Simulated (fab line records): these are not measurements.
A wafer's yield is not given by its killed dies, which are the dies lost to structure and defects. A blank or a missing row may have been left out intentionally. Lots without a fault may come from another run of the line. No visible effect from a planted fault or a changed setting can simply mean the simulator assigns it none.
fab line records -- flow n5-finfet
[record] lots = 5, wafers = 15, last-day = 18
route steps=1938 shown BEOL_M13@1681 PASSIVATION@1936
lots with no fault: from the same line, run without faults
start-h: hours from the record's opening day to when the first of the lot's shown wafers began -- wait-h: hours from the lot's prior step to this one -- " repeats the value in the row above -- L1.1+2: one row covering several wafers at once -- - no value, or no start given -- * or withheld: withheld -- < > ~ a bound
route shown NAME@n: NAME is a module with steps in the file, n the number in the route of the first one -- usual: mean and standard deviation over wafers with no fault -- same: alike in all rows -- chamber/n: place in a boat -- sites: readings site by site -- _std_site: how widely they spread, as a standard deviation -- _edge_site: the outer-site mean with the inner-site mean subtracted -- radius-mm: for every site, how far away it sits from the centre of the wafer -- mask NAME#n: copy n -- behind: tool/chamber where the wafer was last shaped -- hold: what put the lot on hold/how long, in hours/how the hold closed -- device: which transistor (n, p or np) failed to switch -- end of line: tests run on the same wafers once the route is complete -- a step with no rows: only its recipe -- killed: not the wafer's yield, but the dies lost to structure and defects at the first sort -- map: a wafer's dies, x killed, . not, _ none there
set.NAME: setting as actually run; set.NAME@STEP: the setting as run at that earlier step -- model.NAME: the simulator's own value behind a step, which no gauge read
lots at some steps of the route; a table a step, a row a wafer
services: from which hour (start-h, from the record's first day; less than 0 if before it) a tool's chamber was out of use, for how many hours, and why
[[steps]]
[step N5_BEOL_M13_COAT_66]
[recipe] resist = SiARC, temp-c = 220, time-s = 60, spin-rpm = 1500, resist-thk-nm = 110
[step N5_BEOL_M13_COAT_22]
[recipe] spin-rpm = 2888, resist-thk-nm = 300
[step N5_BEOL_M13_EBR_24]
[recipe] solvent = PGMEA, ebr-width-mm = 1.5
[step N5_BEOL_M13_SOFTBAKE_23]
[recipe] temp-c = 130, time-s = 60
[step N5_BEOL_M13_EXPOSE_25]
[recipe] mask-id = M13, na = 0.93, source-shape = conventional, sigma-outer = 0.4, polarization = unpolarized, target-cd-nm = 210, dose-mj = 22
[step N5_BEOL_M13_PEB_26]
[recipe] peb-temp-c = 130, peb-time-s = 90
[step N5_BEOL_M13_DEVELOP_27]
[recipe] develop-time-s = 45, rinse-liquid = diw, dry = air-spin, dev-temp-c = 21
[step N5_BEOL_M13_HARDBAKE_32]
[recipe] temp-c = 130, time-s = 120
[step N5_BEOL_M13_CD_MEAS_28]
[recipe] target-cd-nm = 209.5, landing-energy-ev = 500, detector = se-inlens
[usual] cd-nm = 209.6/1.6
lot.wafer,tool,chamber,start-h,wait-h,cd-nm
L507.2,cd-sem-02,0,235.24,-,206.3
L507.3,cd-sem-02,0,235.24,-,207.9
L507.6,cd-sem-02,0,235.24,-,207.8
L510.3,cd-sem-01,0,252.35,-,210.7
L510.5,cd-sem-01,0,252.35,-,210.8
L510.6,cd-sem-01,0,252.35,-,209.6
L520.2,cd-sem-02,0,325.92,-,211.2
L520.3,cd-sem-02,0,325.92,-,212.4
L520.4,cd-sem-02,0,325.92,-,211.8
L529.1,cd-sem-03,0,397.16,-,208.1
L529.3,cd-sem-03,0,397.16,-,209.6
L529.5,cd-sem-03,0,397.16,-,210.7
L530.1,cd-sem-03,0,399.10,-,210.4
L530.2,cd-sem-03,0,399.10,-,210.8
L530.4,cd-sem-03,0,399.10,-,208.9
[step N5_BEOL_M13_OVL_MEAS_29]
[recipe] points-per-wafer = 44
[usual] M13_OVL = 1/5.3
lot.wafer,tool,chamber,start-h,wait-h,M13_OVL[nm]
L507.2,overlay-01,0,235.27,0.0,0
L507.3,overlay-01,0,235.27,0.0,0
L507.6,overlay-01,0,235.27,0.0,4
L510.3,overlay-02,0,252.38,0.0,5
L510.5,overlay-02,0,252.38,0.0,3
L510.6,overlay-02,0,252.38,0.0,10
L520.2,overlay-01,0,325.95,0.0,-2
L520.3,overlay-01,0,325.95,0.0,-1
L520.4,overlay-01,0,325.95,0.0,-5
L529.1,overlay-02,0,397.19,0.0,-9
L529.3,overlay-02,0,397.19,0.0,1
L529.5,overlay-02,0,397.19,0.0,3
L530.1,overlay-02,0,399.13,0.0,4
L530.2,overlay-02,0,399.13,0.0,-3
L530.4,overlay-02,0,399.13,0.0,0
[step N5_BEOL_M13_INSPECT_30]
[recipe] mode = adi, inspect-instrument = macro
[usual] raw-defect-count = 2.1/1.4
lot.wafer,tool,chamber,start-h,wait-h,raw-defect-count
L507.2,defect-inspect-01,-,235.30,0.0,3
L507.3,defect-inspect-01,-,235.30,0.0,3
L507.6,defect-inspect-01,-,235.30,0.0,3
L510.3,defect-inspect-02,-,252.41,0.0,6
L510.5,defect-inspect-02,-,252.41,0.0,3
L510.6,defect-inspect-02,-,252.41,0.0,1
L520.2,defect-inspect-02,-,325.98,0.0,1
L520.3,defect-inspect-02,-,325.98,0.0,2
L520.4,defect-inspect-02,-,325.98,0.0,0
L529.1,defect-inspect-02,-,397.21,0.0,3
L529.3,defect-inspect-02,-,397.21,0.0,3
L529.5,defect-inspect-02,-,397.21,0.0,1
L530.1,defect-inspect-01,-,399.15,0.0,3
L530.2,defect-inspect-01,-,399.15,0.0,2
L530.4,defect-inspect-01,-,399.15,0.0,3
[step N5_BEOL_M13_DESCUM_33]
[recipe] chemistry = O2, time-s = 7.9, source-power-w = 50, bias-power-w = 20, pressure-mtorr = 20, rf-frequency-hz = 2.712e+07, temp-c = 40, o2-flow-sccm = 225
[usual] bias-power-w = 20.01/0.056, chamber-pressure-mTorr = 20.002/0.017, drypump-motor-current-A = 5.7/0.55, oes-product-au = 0.80/0.092, rf-vpp-V = 243.4/1.3, showerhead-plenum-p-Torr = 2.11/0.071, throttle-valve-pct = 20.41/0.27
lot.wafer,tool,chamber,start-h,wait-h,bias-power-w,chamber-pressure-mTorr,drypump-motor-current-A,oes-product-au,rf-hours-counter-h,rf-vpp-V,showerhead-plenum-p-Torr,throttle-valve-pct
L507.2,rie-diel-01,3,235.50,0.2,20.18,19.954,6.4,0.86,74,242.3,2.03,20.30
L507.3,rie-diel-01,1,235.50,0.2,19.99,19.961,5.2,0.70,226,241.8,2.06,20.78
L507.6,rie-diel-01,0,235.50,0.2,20.04,19.992,4.7,0.87,-,245.4,2.11,20.22
L510.3,rie-diel-03,2,252.51,0.1,19.98,19.991,5.5,0.68,245,240.4,1.99,20.83
L510.5,rie-diel-03,2,252.51,0.1,20.02,20.021,5.5,0.68,-,242.3,1.99,20.82
L510.6,rie-diel-03,3,252.51,0.1,19.98,20.022,6.3,0.71,-,244.0,2.17,20.47
L520.2,rie-diel-03,1,326.01,0.0,20.05,20.006,5.3,0.73,201,242.0,2.05,20.17
L520.3,rie-diel-03,0,326.01,0.0,19.95,19.992,5.0,0.79,118,243.9,2.10,20.08
L520.4,rie-diel-03,2,326.01,0.0,19.96,20.009,5.5,0.92,-,245.5,2.25,20.34
L529.1,rie-diel-04,0,397.25,0.0,19.91,20.039,5.7,0.85,54,242.3,2.12,20.66
L529.3,rie-diel-04,1,397.25,0.0,19.99,20.005,6.5,0.74,162,243.1,2.09,20.54
L529.5,rie-diel-04,2,397.25,0.0,20.01,19.999,5.7,0.80,-,243.4,2.14,20.75
L530.1,rie-diel-04,1,399.19,0.0,20.09,19.991,6.5,0.75,164,243.5,2.09,20.55
L530.2,rie-diel-04,0,399.19,0.0,19.99,20.010,5.7,0.85,55,245.2,2.12,20.65
L530.4,rie-diel-04,1,399.19,0.0,19.96,20.033,6.5,0.74,-,244.3,2.09,20.53
[step N5_BEOL_M13_ETCH_67]
[recipe] chemistry = CF4, target = SiARC, target-depth-a = 1430, time-s = 238.3, ion-energy-ev = 80, pressure-mtorr = 40, source-w = 545, bias-w = 36, Ar_flow_sccm = 100, cf4-flow-sccm = 100, ends = cleared
[usual] cf4-flow-sccm = 99.97/0.27, chamber-pressure-mTorr = 40.00/0.036, drypump-motor-current-A = 5.7/0.55, etch-rf-on-time-s = 240/6.3, oes-product-au = 0.68/0.076, rf-vpp-V = 184.3/1.1, showerhead-plenum-p-Torr = 2.16/0.067, throttle-valve-pct = 15.59/0.23
lot.wafer,tool,chamber,start-h,wait-h,cf4-flow-sccm,chamber-pressure-mTorr,drypump-motor-current-A,etch-rf-on-time-s,oes-product-au,rf-hours-counter-h,rf-vpp-V,showerhead-plenum-p-Torr,throttle-valve-pct
L507.2,rie-diel-01,3,235.54,0.0,100.01,40.02,6.4,244,0.71,74,182.5,2.09,15.45
L507.3,rie-diel-01,1,235.54,0.0,100.13,39.99,5.2,242,0.59,226,184.8,2.10,15.93
L507.6,rie-diel-01,0,235.54,0.0,100.11,40.04,4.8,239,0.73,-,183.4,2.17,15.44
L510.3,rie-diel-03,2,252.55,0.0,99.88,39.96,5.5,246,0.57,245,184.3,2.03,15.92
L510.5,rie-diel-03,2,252.55,0.0,99.77,39.97,5.6,247,0.57,-,182.5,2.04,15.91
L510.6,rie-diel-03,3,252.55,0.0,100.01,40.02,6.2,245,0.59,-,183.0,2.21,15.74
L520.2,rie-diel-03,1,326.04,0.0,69.84,40.04,5.3,245,0.61,201,184.7,1.91,14.29
L520.3,rie-diel-03,0,326.04,0.0,99.87,40.00,5.0,236,0.68,118,184.0,2.15,15.27
L520.4,rie-diel-03,2,326.04,0.0,100.11,39.93,5.5,241,0.77,-,184.2,2.28,15.41
L529.1,rie-diel-04,0,397.28,0.0,99.62,40.02,5.7,233,0.73,54,184.7,2.18,15.87
L529.3,rie-diel-04,1,397.28,0.0,100.18,39.99,6.5,245,0.62,162,183.8,2.14,15.70
L529.5,rie-diel-04,2,397.28,0.0,100.20,39.96,5.7,249,0.66,-,185.3,2.18,15.77
L530.1,rie-diel-04,1,399.22,0.0,99.46,39.99,6.5,250,0.62,164,184.5,2.14,15.72
L530.2,rie-diel-04,0,399.22,0.0,99.90,40.01,5.7,234,0.73,55,185.2,2.18,15.86
L530.4,rie-diel-04,1,399.22,0.0,100.12,40.00,6.5,250,0.62,-,184.8,2.14,15.71
[step N5_BEOL_M13_ETCH_68]
[recipe] chemistry = N2/H2, target = SOC, mask-material = SiARC, source-w = 3000, bias-w = 350, temp-c = 40, time-s = 355, ion-energy-ev = 200, pressure-mtorr = 30, n2-flow-sccm = 200, h2-flow-sccm = 200
[usual] chamber-pressure-mTorr = 30.003/0.028, drypump-motor-current-A = 5.7/0.55, oes-product-au = 0.81/0.091, rf-vpp-V = 524.4/2.3, showerhead-plenum-p-Torr = 2.56/0.077, throttle-valve-pct = 17.71/0.27
lot.wafer,tool,chamber,start-h,wait-h,chamber-pressure-mTorr,drypump-motor-current-A,oes-product-au,rf-hours-counter-h,rf-vpp-V,showerhead-plenum-p-Torr,throttle-valve-pct
L507.2,rie-diel-01,3,235.69,0.1,30.087,6.4,0.85,74,521.5,2.48,17.64
L507.3,rie-diel-01,1,235.69,0.1,30.010,5.3,0.70,226,522.8,2.51,18.15
L507.6,rie-diel-01,0,235.69,0.1,30.008,4.8,0.88,-,525.2,2.57,17.49
L510.3,rie-diel-03,2,252.69,0.1,30.041,5.5,0.68,245,519.3,2.39,17.96
L510.5,rie-diel-03,2,252.69,0.1,29.968,5.5,0.68,-,519.0,2.39,17.96
L510.6,rie-diel-03,3,252.69,0.1,29.981,6.2,0.70,-,525.6,2.61,17.66
L520.2,rie-diel-03,1,326.19,0.1,29.946,5.3,0.72,201,522.9,2.52,17.69
L520.3,rie-diel-03,0,326.19,0.1,30.002,5.0,0.79,118,524.2,2.55,17.40
L520.4,rie-diel-03,2,326.19,0.1,29.997,5.5,0.91,-,529.8,2.70,17.46
L529.1,rie-diel-04,0,397.43,0.1,30.011,5.7,0.86,54,525.5,2.59,18.06
L529.3,rie-diel-04,1,397.43,0.1,29.971,6.5,0.74,163,523.9,2.52,17.82
L529.5,rie-diel-04,2,397.43,0.1,30.013,5.7,0.79,-,524.1,2.59,18.08
L530.1,rie-diel-04,1,399.37,0.1,30.015,6.5,0.75,164,522.9,2.52,17.82
L530.2,rie-diel-04,0,399.37,0.1,29.983,5.7,0.85,55,525.2,2.59,18.06
L530.4,rie-diel-04,1,399.37,0.1,29.992,6.5,0.74,-,523.1,2.52,17.84
[step N5_PASSIVATION_PROBE_49]
[usual] defect-limited-yield = 90.9/1.5, killed_at_M0_to_M3 = 36/10, killed_at_M4_up = 13/5.5, killed-at-contacts = 12/5.6, killed-at-front-end = 42/12, killed-at-other = 4/3.2, killed-dies = 108/18, killed-open = 71/13, killed-short = 34/7.8, sort_bin_5_function = 5.4/1, sort_bin_6_memory = 3.4/0.68, sort-n-pass = 1072/18, sort-yield-pct = 90.9/1.5
[same] gross-dies = 1180, killed-at-back-side = 0, sort_bin_4_leakage[%] = 0, sort_bin_8_speed[%] = 0
lot.wafer,tool,chamber,start-h,wait-h,defect-limited-yield[%],killed_at_M0_to_M3,killed_at_M4_up,killed-at-contacts,killed-at-front-end,killed-at-other,killed-dies,killed-open,killed-short,sort_bin_5_function[%],sort_bin_6_memory[%],sort-n-pass,sort-yield-pct[%]
L510.3,prober-02,-,283.44,0.1,89.7,36,25,10,48,2,121,75,46,6.5,3.3,1059,89.7
L510.5,prober-02,-,283.54,0.2,88.9,34,16,12,59,10,131,100,29,5.9,4.7,1049,88.9
L510.6,prober-02,-,283.59,0.3,91.3,26,11,21,32,13,103,69,34,4.1,4.4,1077,91.3
// killed by level:class
L510.3 FIN_SAQP:geometric-particle:open=13 BEOL_M0_SAQP:geometric-particle:short=11 BEOL_M4:geometric-particle:open=10 BEOL_M2:geometric-particle:open=9 MOL_CONTACT_COAG:geometric-particle:open=8 GATE_CUT:geometric-particle:short=7 BEOL_M0_SAQP:geometric-particle:open=7 STI_FIN_REVEAL:geometric-particle:open=6
L510.5 FIN_SAQP:geometric-particle:open=28 STI_FIN_REVEAL:geometric-particle:open=10 BEOL_M1:geometric-particle:open=10 BEOL_M2:geometric-particle:open=10 BEOL_M4:geometric-particle:open=8 MOL_CONTACT_COAG:geometric-particle:open=7 PAD_METAL:geometric-particle:open=6 FIN_SAQP:geometric-particle:short=5
L510.6 MOL_CONTACT_COAG:geometric-particle:open=18 FIN_SAQP:geometric-particle:open=11 PAD_METAL:geometric-particle:short=8 BEOL_M0_SAQP:geometric-particle:open=5 BEOL_M0_SAQP:geometric-particle:short=5 BEOL_M2:geometric-particle:open=5 PAD_METAL:geometric-particle:open=5 STI_FIN_REVEAL:geometric-particle:open=4
[[services]]
tool,chamber,start-h,hours,kind
rie-diel-04,1,221.30,13.8,repair
rie-diel-01,1,240.27,4.0,repair
rie-diel-03,2,265.86,-,clean
rie-diel-03,2,265.86,-,consumable-replace:focus-ring
rie-diel-03,2,265.86,-,consumable-replace:showerhead
rie-diel-03,2,265.86,14.9,scheduled-down
rie-diel-03,2,265.86,14.9,vent-cycle
rie-diel-04,2,273.35,7.5,repair
rie-diel-03,3,316.84,-,clean
rie-diel-03,3,316.84,-,consumable-replace:focus-ring
rie-diel-03,3,316.84,13.1,scheduled-down
rie-diel-03,3,316.84,13.1,vent-cycle
rie-diel-01,1,324.46,-,clean
rie-diel-01,1,324.46,-,consumable-replace:focus-ring
rie-diel-01,1,324.46,33.2,scheduled-down
rie-diel-04,1,328.93,6.7,repair
rie-diel-01,3,357.36,12.1,repair
rie-diel-01,2,358.45,3.4,repair
rie-diel-01,3,384.83,1.3,repair
rie-diel-04,3,384.99,-,clean
rie-diel-04,3,384.99,-,consumable-replace:focus-ring
rie-diel-04,3,384.99,-,consumable-replace:showerhead
rie-diel-04,3,384.99,17.4,scheduled-down
rie-diel-04,3,384.99,17.4,vent-cycle
[[key]]
[first-sign] step = N5_BEOL_M13_ETCH_67, reading = cf4-flow-sccm, direction = down, sigmas = 99+, usual = 99.97, struck = 69.84
[effect] step = N5_BEOL_M13_ETCH_67, reading = throttle-valve-pct, direction = down, sigmas = 5.6, usual = *, struck = *
met-at N5_BEOL_M13_ETCH_67
struck-wafers L520.2
[fault] kind = process-parameter-drift, tool = rie-diel-03, chamber = 1, onset-h = 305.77, steps = N5_BEOL_M13_ETCH_67, channel = cf4-flow-sccm, offset = -30, shape = step, end-h = 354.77, acts-in = these-recipes-only, stated = 100
